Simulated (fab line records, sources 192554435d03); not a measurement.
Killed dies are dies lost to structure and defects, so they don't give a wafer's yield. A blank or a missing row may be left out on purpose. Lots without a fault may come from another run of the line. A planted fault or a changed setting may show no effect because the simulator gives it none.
fab line records | flow n5_finfet
record lots=4 wafers=12 last_day=16
route steps=1938 shown BEOL_M4@1089 BEOL_M5@1112 PASSIVATION@1936
lots that met no fault: from a run of the same line without faults
start_h: hours from the record's first day to the start of the lot's first wafer shown | wait_h: hours since the lot's step before | " the same as in the row above | L1.1+2: a row that stands for several wafers | - no value, or no start given | * or withheld: withheld | < > ~ a bound
route shown NAME@n: a module of which the file shows steps, and the number in the route of the first | usual: mean/standard deviation of fault-free wafers | same: alike in all rows | chamber/n: place in a boat | sites: the reading at each site | _std_site: their standard deviation | _edge_site: outer sites' mean less inner sites' | radius_mm: how far each site lies from the wafer's centre | mask NAME#n: copy n | behind: the tool/chamber that last shaped the wafer | hold: why the lot was held/for how many hours/how that ended | device: the transistor (n, p or np) that didn't switch | end of line: the same wafers' tests at the end of the route | a step without rows: its recipe alone | killed: dies lost to structure and defects at the first sort, not the wafer's yield | map: a wafer's dies, x killed, . not, _ none there
set.NAME: the setting as run; set.NAME@STEP: as run at that earlier step | model.NAME: the simulator's own value behind a step, which no gauge read
lots at some steps of the route; a table a step, a row a wafer
services: from which hour (start_h, from the record's first day; less than 0 if before it) a tool's chamber was out of use, for how many hours, and why
## steps
# step N5_BEOL_M4_ANNEAL_82
# recipe temp_c=400 time_s=240 ambient=vacuum
# step N5_BEOL_M4_SPUTTER_86
# recipe material=Cu target_thk_a=45 temp_c=-20 chamber_pressure_pa=0.07 power_w=withheld time_s=8.29
# step N5_BEOL_M4_ANNEAL_87
# recipe temp_c=400 time_s=240 ambient=vacuum
# step N5_BEOL_M4_SPUTTER_88
# recipe material=Cu target_thk_a=45 temp_c=-20 chamber_pressure_pa=0.07 power_w=withheld time_s=8.29
# step N5_BEOL_M4_ANNEAL_89
# recipe temp_c=400 time_s=240 ambient=vacuum
# step N5_BEOL_M4_SPUTTER_90
# recipe material=Cu target_thk_a=45 temp_c=-20 chamber_pressure_pa=0.07 power_w=withheld time_s=8.29
# step N5_BEOL_M4_ANNEAL_91
# recipe temp_c=400 time_s=240 ambient=vacuum
# step N5_BEOL_M4_SPUTTER_92
# recipe material=Cu target_thk_a=45 temp_c=-20 chamber_pressure_pa=0.07 power_w=withheld time_s=8.29
# step N5_BEOL_M4_ANNEAL_93
# recipe temp_c=400 time_s=240 ambient=vacuum
# step N5_BEOL_M4_SPUTTER_94
# recipe material=Cu target_thk_a=45 temp_c=-20 chamber_pressure_pa=0.07 power_w=withheld time_s=8.29
# step N5_BEOL_M4_ANNEAL_95
# recipe temp_c=400 time_s=240 ambient=vacuum
# step N5_BEOL_M4_SPUTTER_96
# recipe material=Cu target_thk_a=45 temp_c=-20 chamber_pressure_pa=0.07 power_w=withheld time_s=8.29
# step N5_BEOL_M4_ECD_50
# recipe material=Cu target_thk_a=3000
# columns lot.wafer tool chamber start_h wait_h
L330.2+3+4 ecd_cu-01 0,1,0 192.25 0.1
L333.1+2+6 ecd_cu-02 1,0,1 208.76 0.1
L340.4+5+6 ecd_cu-01 0,0,1 253.46 0.1
L339.1+2+5 ecd_cu-01 0,1,0 260.81 0.1
# step N5_BEOL_M4_ANNEAL_51
# recipe temp_c=225 time_s=90 ambient=N2
# step N5_BEOL_M4_CMP_52
# recipe stop_on=SiOC t_overpolish_s=6.8 down_force_psi=1 platen_rpm=50 clearing_platen_down_force_psi=1.5 clearing_platen_rpm=50 post_cmp_clean=cu_alkaline target_thk_nm=40 clearing_platen_pad_velocity_m_s=0.99484 pad_velocity_m_s=0.99484
# step N5_BEOL_M4_PRE_CLEAN_60
# recipe gas=NH3/H2 time_s=15 temp_c=* rf_power_w=300
# step N5_BEOL_M4_CO_CAP_55
# recipe material=Co target_thk_a=20 temp_c=200 precursor=CCTBA/H2 pressure_torr=30 time_s=102.1
# step N5_BEOL_M4_PRE_CLEAN_56
# recipe gas=NH3 time_s=15 temp_c=withheld rf_power_w=300
# step N5_BEOL_M4_DEP_57
# recipe material=SiCN target_thk_a=80 temp_c=withheld precursor=3MS/NH3 pressure_torr=3 rf_w=202 time_s=14
# step N5_BEOL_M5_ILD_DEP_00
# recipe material=SiCOH_lowk target_thk_a=1406.4 temp_c=300 precursor=DEMS/porogen pressure_torr=5 rf_w=500 time_s=25.9
# step N5_BEOL_M5_CURE_79
# recipe temp_c=385 time_s=240 ambient=He/Ar material=SiCOH_lowk
# step N5_BEOL_M5_PECVD_70
# recipe material=SiO2 target_thk_a=160 temp_c=400 precursor=TEOS/O2 pressure_torr=5.5 rf_w=450 teos_flow_sccm=53.8 gas=O2 flow_sccm=3000 time_s=18
# step N5_BEOL_M5_HM_DEP_02
# recipe material=TiN target_thk_a=200 temp_c=25 chamber_pressure_pa=0.49996
# step N5_BEOL_M5_COAT_59
# recipe resist=SOC temp_c=250 time_s=60 spin_rpm=1500 resist_thk_nm=60
# step N5_BEOL_M5_COAT_60
# recipe resist=SiARC temp_c=220 time_s=60 spin_rpm=1500 resist_thk_nm=12
# step N5_BEOL_M5_COAT_71
# recipe resist=underlayer temp_c=205 time_s=60 spin_rpm=1500 resist_thk_nm=5
# step N5_BEOL_M5_COAT_05
# recipe resist=CAR-EUV spin_rpm=1500 resist_thk_nm=30
# step N5_BEOL_M5_EBR_07
# recipe solvent=PGMEA ebr_width_mm=1.5
# step N5_BEOL_M5_SOFTBAKE_06
# recipe temp_c=110 time_s=60 resist=CAR-EUV
# step N5_BEOL_M5_EXPOSE_08
# recipe mask_id=M5 na=0.33 source_shape=annular sigma_inner=0.4 sigma_outer=0.8 polarization=unpolarized target_cd_nm=28 dose_mj=35.75
# step N5_BEOL_M5_PEB_09
# recipe peb_temp_c=100 peb_time_s=60 resist=CAR-EUV
# step N5_BEOL_M5_DEVELOP_10
# recipe develop_time_s=30 developer=TMAH resist=CAR-EUV rinse_liquid=surfactant_rinse dry=air_spin dev_temp_c=23
# step N5_BEOL_M5_DESCUM_16
# recipe chemistry=O2 time_s=7 source_power_w=50 bias_power_w=20 pressure_mtorr=20 rf_frequency_hz=2.712e+07 temp_c=40 resist=CAR-EUV o2_flow_sccm=225
# step N5_BEOL_M5_ETCH_72
# recipe chemistry=N2/H2 target=underlayer target_depth_a=65 mask_material=CAR-EUV time_s=5.2 ion_energy_ev=200 pressure_mtorr=30 source_w=840 bias_w=150 n2_flow_sccm=200 h2_flow_sccm=200 ends=cleared
# step N5_PASSIVATION_PROBE_49
# usual defect_limited_yield=91.0/1.6 killed_at_M0_to_M3=35/11 killed_at_M4_up=14/5.3 killed_at_contacts=13/6.7 killed_at_front_end=41/12 killed_at_other=3.9/2.7 killed_dies=106/19 killed_on_rim=14/4 killed_open=70/14 killed_short=35/8.8 sort_bin_4_leakage=0.01/0.058 sort_bin_5_function=5.3/1 sort_bin_6_memory=3.3/0.81 sort_bin_8_speed=0.00/0.0072 sort_n_pass=1073/19 sort_yield_pct=91.0/1.6
# same gross_dies=1180 killed_at_back_side=0
# columns lot.wafer tool chamber start_h wait_h defect_limited_yield[%] killed_at_M0_to_M3 killed_at_M4_up killed_at_contacts killed_at_front_end killed_at_other killed_dies killed_on_rim killed_open killed_short sort_bin_4_leakage[%] sort_bin_5_function[%] sort_bin_6_memory[%] sort_bin_8_speed[%] sort_n_pass sort_yield_pct[%]
L330.2 prober-01 - 308.11 1.0 87.3 56 12 25 52 5 150 20 106 44 0 7.7 4.7 0 1030 87.3
L330.3 prober-01 - 308.16 1.1 89.8 26 11 28 49 6 120 12 78 41 0 5.7 4.3 0 1060 89.8
L330.4 prober-01 - 308.21 1.1 86.4 70 16 26 45 3 160 18 107 53 0 6.8 6.2 0 1020 86.4
L333.1 prober-01 - 323.98 0.0 91.5 32 9 3 55 1 100 9 66 33 0 4.9 3.3 0 1080 91.5
L333.2 prober-01 - 324.03 0.1 91.9 22 13 7 48 6 96 17 62 33 0 5.1 2.7 0 1084 91.9
L333.6 prober-01 - 324.23 0.3 89.7 43 6 23 45 5 122 15 72 50 0 5.8 3.9 0 1058 89.7
L340.4 prober-02 - 358.52 0.2 53.0 23 492 8 29 3 555 74 48 33 0 29.6 15.0 0 625 53.0
L340.5 prober-02 - 358.57 0.2 52.5 27 484 9 40 1 561 70 61 28 0 30.7 13.3 0 619 52.5
L340.6 prober-02 - 358.62 0.3 55.8 32 446 7 36 1 522 71 54 31 0 27.8 13.6 0 658 55.8
L339.1 prober-01 - 373.52 0.0 53.6 38 452 1 46 10 547 68 63 42 0.08 28.5 15.0 0 632 53.6
L339.2 prober-01 - 373.57 0.1 52.5 23 504 3 26 4 560 76 43 24 0 29.2 15.3 0 620 52.5
L339.5 prober-01 - 373.72 0.2 52.3 15 514 3 28 3 563 67 33 22 0 30.3 14.3 0.08 617 52.3
# killed by level:class
L330.2 MOL_CONTACT_COAG:geometric_particle:open=22 BEOL_M0_SAQP:geometric_particle:open=15 BEOL_M1:geometric_particle:open=13 FIN_SAQP:geometric_particle:open=11 BEOL_M0_SAQP:geometric_particle:short=11 FIN_SAQP:geometric_particle:short=8 BEOL_M3:geometric_particle:open=7 DUMMY_GATE:geometric_particle:open=6
L330.3 MOL_CONTACT_COAG:geometric_particle:open=23 FIN_SAQP:geometric_particle:open=14 BEOL_M0_SAQP:geometric_particle:short=11 FIN_SAQP:geometric_particle:short=7 BEOL_M0_SAQP:geometric_particle:open=7 GATE_CUT:geometric_particle:short=6 STI_FIN_REVEAL:geometric_particle:open=5 MOL_CONTACT_COAG:geometric_particle:short=5
L330.4 BEOL_M0_SAQP:geometric_particle:short=22 MOL_CONTACT_COAG:geometric_particle:open=20 FIN_SAQP:geometric_particle:open=16 BEOL_M0_SAQP:geometric_particle:open=15 BEOL_M1:geometric_particle:open=14 FIN_SAQP:geometric_particle:short=11 BEOL_M3:geometric_particle:open=8 MOL_CONTACT_COAG:geometric_particle:short=6
L333.1 STI_FIN_REVEAL:geometric_particle:open=15 BEOL_M0_SAQP:geometric_particle:short=9 BEOL_M0_SAQP:geometric_particle:open=8 FIN_SAQP:geometric_particle:open=7 BEOL_M3:geometric_particle:open=7 STI_FIN_REVEAL:geometric_particle:short=6 STARTING-WAFER:geometric_particle:open=5 FIN_SAQP:geometric_particle:short=4
L333.2 STI_FIN_REVEAL:geometric_particle:open=14 BEOL_M0_SAQP:geometric_particle:short=10 FIN_SAQP:geometric_particle:open=9 FIN_SAQP:geometric_particle:short=8 DUMMY_GATE:geometric_particle:open=7 MOL_CONTACT_COAG:geometric_particle:open=7 BEOL_M5:geometric_particle:open=6 BEOL_M0_SAQP:geometric_particle:open=4
L333.6 MOL_CONTACT_COAG:geometric_particle:open=14 BEOL_M0_SAQP:geometric_particle:short=14 FIN_SAQP:geometric_particle:open=9 MOL_CONTACT_COAG:geometric_particle:short=9 BEOL_M2:geometric_particle:open=9 FIN_SAQP:geometric_particle:short=8 STI_FIN_REVEAL:geometric_particle:open=7 STARTING-WAFER:geometric_particle:open=6
L340.4 BEOL_M4:unspecified=474 FIN_SAQP:geometric_particle:short=10 BEOL_M0:geometric_particle:open=7 BEOL_M4:geometric_particle:open=7 FIN_SAQP:geometric_particle:open=6 BEOL_M4:geometric_particle:short=6 BEOL_M0_SAQP:geometric_particle:open=5 MOL_CONTACT_COAG:geometric_particle:open=4
L340.5 BEOL_M4:unspecified=472 FIN_SAQP:geometric_particle:open=14 FIN_SAQP:geometric_particle:short=9 BEOL_M0_SAQP:geometric_particle:short=8 MOL_CONTACT_COAG:geometric_particle:open=7 STI_FIN_REVEAL:geometric_particle:open=7 BEOL_M3:geometric_particle:open=6 BEOL_M4:geometric_particle:open=5
L340.6 BEOL_M4:unspecified=437 FIN_SAQP:geometric_particle:open=10 BEOL_M3:geometric_particle:open=8 BEOL_M4:geometric_particle:open=7 BEOL_M0_SAQP:geometric_particle:open=7 FIN_SAQP:geometric_particle:short=6 BEOL_M0_SAQP:geometric_particle:short=6 GATE_CUT:geometric_particle:short=5
L339.1 BEOL_M4:unspecified=442 STI_FIN_REVEAL:geometric_particle:open=13 BEOL_M0_SAQP:geometric_particle:short=9 FIN_SAQP:geometric_particle:short=8 BEOL_M1:geometric_particle:open=8 STI_FIN_REVEAL:geometric_particle:short=7 FIN_SAQP:geometric_particle:open=6 BEOL_M0_SAQP:geometric_particle:open=6
L339.2 BEOL_M4:unspecified=493 BEOL_M1:geometric_particle:open=7 FIN_SAQP:geometric_particle:open=5 BEOL_M3:geometric_particle:open=5 FIN_SAQP:geometric_particle:short=3 BEOL_M1:geometric_particle:short=3 STI_FIN_REVEAL:geometric_particle:open=3 DUMMY_GATE:geometric_particle:open=3
L339.5 BEOL_M4:unspecified=507 FIN_SAQP:geometric_particle:short=7 BEOL_M2:geometric_particle:open=7 STI_FIN_REVEAL:geometric_particle:open=5 ILD0:geometric_particle:short=3 ILD0:geometric_particle:open=3 MOL_CONTACT_COAG:geometric_particle:open=3 BEOL_M1:geometric_particle:short=3
# map L339.5 (x killed, . not)
_________________xx...x.x....________________
______________.....xx.......x.xx_____________
___________x..xx...x.xx....xx.xxx..__________
__________xxxx.xx...x..x..xxx.xxx.x._________
________x.xxxx.x.....xx.xxx.xx.xx..xx._______
_______..xxxxx.xxxxx.xx.xxx.x..x...x.xx______
______x...x........xx......x..x..xx..xxx_____
_____.xx.x.xx.x.xx.x.....xxx.........xx..____
____.xxxxxx.x.xxxx...x..xx.xxx..xx.x.x..xx___
___.x.xx....xxx..xx.x..xx.x.xxxx.x.xx.....x__
___..x.xx...x..x.xx....x.x...x..xx.x.xx.xx.__
__xx..x..xx....xx.xx..xx..xx.x...xx.x.x....x_
__.x.x.xxx..x...xxxx...x.x....x.xx.xx...x.xx_
_....x.xx.xxxx..x.xxxx..x....x..xx.x.xxx...xx
_.xx..x...x.xx.xx...xx..x.x.xx.x..xxx.xxxx...
_.xx..xx....xx....xxxxx..xx.x....xxx..x.xx.xx
_.xxx...x.xxx.x.x..x.x.x.x.x....x.xx..xxxx.xx
_..x....xx.xxxx.x..x..xx.xx..xxx.x.......xxx.
_xx.x.xxx...xx.xx....xx.x.xx...xxxxx..xx..x..
_xx....x.x...x.xx..x.xxxxxx.x...xx...xx...x..
_....xxxxxx.xx..xx.xxxxx.....x.xxxx..x...x..x
__..x..xx....xxxxxx....xxxx....xxxx.xxx.x..._
__x..xxx.x.xx.x...xx.xx....x.xxx.....xxxx.x._
___.x..xx.x....x.x.x..x..xxx...x.x..xxx.x..__
___...x.xxxx...xxxx.x..x.xx...xx.xx...xx...__
____..xx...x.xx.....xx..x.xx.x..x.x....xx.___
_____..x.xx.x.xx..xx....x.xxx..xx.xxxxxxx____
______.......xx.xx.xx..x....xxxx.xx....x_____
_______.xxx.....xx..x..x..xxxxx.xxx..xx______
________.xxxx..x......x.xx.xxx.xxx...._______
__________x...x....x.x....x.xx.xxx.._________
___________x.xx.....xxx...x...x...x__________
______________x.x.x.....xx...x.x_____________
_________________xxxx...x..xx________________
# map L340.5 (x killed, . not)
_________________.x...x.....x________________
______________xxx.xx..xx.....xxx_____________
___________...xxx.........x.x...xxx__________
__________.xxxxxxx.x..xx..x..x...xxx_________
________x..x..x..x.xx.......xxxx.xx..x_______
_______xx..x..x..xx....xx..x.xx..xx.x.x______
______x.x..x....xx.x...xxxx.xxx..x......_____
_____xxx....xxx.xx...x.x.xx.x...xxx..x...____
____.x..xxx...xxxx.x.x.....xx.xxx.x..x...x___
___xxx..xx..x..x.xxxx.xxxxxx.xx..x.xx.x...x__
___x...x.xx..x.xx..xx.x..xxxxxxx..xxx.x...x__
__..x.xx.xxx...xx.x..x..xxxx...xx.xx....xxxx_
__....x......xx.x..xx..xxx.xx.xx.xx..x.xx.x._
_....x...xxx.xx.....xxxxx.....x.xx...xxx..xx.
_xx.x.x.xx.x...xx.........x..x...xx...xx..xxx
_xx.x.xx.x...xxxx.x..x.x..x....xxx.x.x.xx..x.
_xxxxx..xx.x..xxxxx.xxxx...xxx.x.x.xx.xxxx.x.
_..........x.......xxx...x..xxx.x.xx..xxxxx.x
_....xxx.xx.xx..xx.x.xxx...x.xx..x...xx..xxxx
_.xx...x.xx.xx.xx.xxx..xx.xxx...x.x.....x..x.
_..xxx..xxxxx.xxx.xx..xxx..x..xxxx.xxxx..xx..
__x.xxx...xxx...xxx.x....xxx.x..x..xx..x...._
__.x.x.x.x...x....xxxx.x.x......x.x..x..xxxx_
___x..x..x.xx.....xx.xx......x....x.x..x...__
___.xxxx..xx..xx....x....xx.x..xx.x.xxx.xxx__
____.x.x...xx.x.x.xxxxx.x...xxx..xxxxx...x___
_____.x.x.xxx.....xxxxx.x......xx.xx....x____
______.x..x..xxxxxx.x.x.xx.....x..xx...._____
_______...x..xxx..xxxxxx..x.x...x..x..x______
________.xxx..x...xx.x...xx..xxx..xxxx_______
__________x.xx.....xxx....xxx.x.x.x._________
___________......x..xx......xx...xx__________
______________....x...x.xxx...xx_____________
_________________.x..x.x...xx________________
## services
# columns tool chamber start_h hours kind
ecd_cu-02 - 175.01 2.4 repair
ecd_cu-02 - 218.56 0.8 repair
ecd_cu-01 - 224.25 6.9 repair
## key
first_sign step=N5_PASSIVATION_PROBE_49 reading=killed_at_M4_up direction=up sigmas=89 usual=14 struck=482
effect step=N5_PASSIVATION_PROBE_49 reading=killed_dies direction=up sigmas=23 usual=106 struck=551
more_kills_born_at N5_BEOL_M4_ECD_50@ecd_cu-01=2825
met_at N5_BEOL_M4_ECD_50
struck_wafers L339.1,L339.2,L339.5,L340.4,L340.5,L340.6
onset_between 192.25 253.46
also_fits time
fault kind=chamber_particle_source tool=ecd_cu-01 chamber=- onset_h=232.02 steps=N5_BEOL_M4_ECD_50 rate_per_visit_cm2=0.98565 end_h=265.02
